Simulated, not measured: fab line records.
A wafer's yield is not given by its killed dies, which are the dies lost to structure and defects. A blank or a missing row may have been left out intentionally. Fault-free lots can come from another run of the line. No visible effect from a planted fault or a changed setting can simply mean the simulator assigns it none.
Which tool was responsible? / flow nand_harc / 6 lots with 18 wafers sampled at 2 steps, on a route of 1302 steps

== WHAT EACH GAUGE READ, for each wafer ==
NHARC_P_ZERO_WELL_CD_MEAS_52 targets a cd of 2000 nm.
lot=L877; measured=day 2 12:06; on=cd_sem-03; cd_nm (nm)=1998.5 2003.3 2001.1
lot=L882; measured=day 4 16:07; on=cd_sem-01; cd_nm (nm)=1988.1 1987.2 1990.4
lot=L889; measured=day 7 11:40; on=cd_sem-03; cd_nm (nm)=1996.9 1995.7 1998.2
lot=L892; measured=day 8 17:40; on=cd_sem-02; cd_nm (nm)=1995.8 1996.1 1997.7
lot=L896; measured=day 10 09:44; on=cd_sem-01; cd_nm (nm)=2001.2 1996.8 1999.3
lot=L899; measured=day 11 15:56; on=cd_sem-03; cd_nm (nm)=1999.2 2000.5 1999.3

== TOOL THAT RAN EACH LOT (tool first, then ch and the chambers of the sampled wafers, then the start) ==
lot=L877; NHARC_P_ZERO_WELL_EXPOSE_49=krf_scanner-04 ch 0, day 2 11:56
lot=L882; NHARC_P_ZERO_WELL_EXPOSE_49=krf_scanner-04 ch 0, day 4 15:58
lot=L889; NHARC_P_ZERO_WELL_EXPOSE_49=krf_scanner-02 ch 0, day 7 11:31
lot=L892; NHARC_P_ZERO_WELL_EXPOSE_49=krf_scanner-02 ch 0, day 8 17:31
lot=L896; NHARC_P_ZERO_WELL_EXPOSE_49=krf_scanner-01 ch 0, day 10 09:34
lot=L899; NHARC_P_ZERO_WELL_EXPOSE_49=krf_scanner-02 ch 0, day 11 15:47
- NHARC_P_ZERO_WELL_EXPOSE_49: exposes mask P HVPW, target cd 2000 nm.

== THE ANSWER, worked out from the rows above alone ==
Rule: usual is defined by the lots themselves. The widest of any qualifying gaps counts: lots, ordered by their means at a reading, are off when they make up no more than a third of the lots, leave a main group of 4 or more, and stand apart from it by 3 or more times the standard deviation of that group's means. A main group whose means are all the same, to the digits that the tables above print for the reading, isn't used. A lot without any number at a reading at which 4 lots or more have one is off too. Where the step has rows for the other lots, those lots are counted as sound.
Off: L882 (NHARC_P_ZERO_WELL_CD_MEAS_52, cd_nm). For the main group the mean is 1998.6 nm and the standard deviation 1.7.
If a tool, at a process step before that reading, ran all the lots that are off and no sound lot after the first of them, it fits. Gauges at NHARC_P_ZERO_WELL_CD_MEAS_52: tried the same way as those tools. One fits: NHARC_P_ZERO_WELL_EXPOSE_49 on krf_scanner-04. A fault onset in the window from L877 (day 2 11:56, its last sound lot) to L882 (day 4 15:58, its first lot off) fits.

== WHAT HAD BEEN PUT IN BY THE SIMULATOR ==
Drift in process parameters on krf_scanner-04 at NHARC_P_ZERO_WELL_EXPOSE_49, starting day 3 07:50. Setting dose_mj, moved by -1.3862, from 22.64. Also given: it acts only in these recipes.
Lots struck among those shown: L882. The rule above found the same.
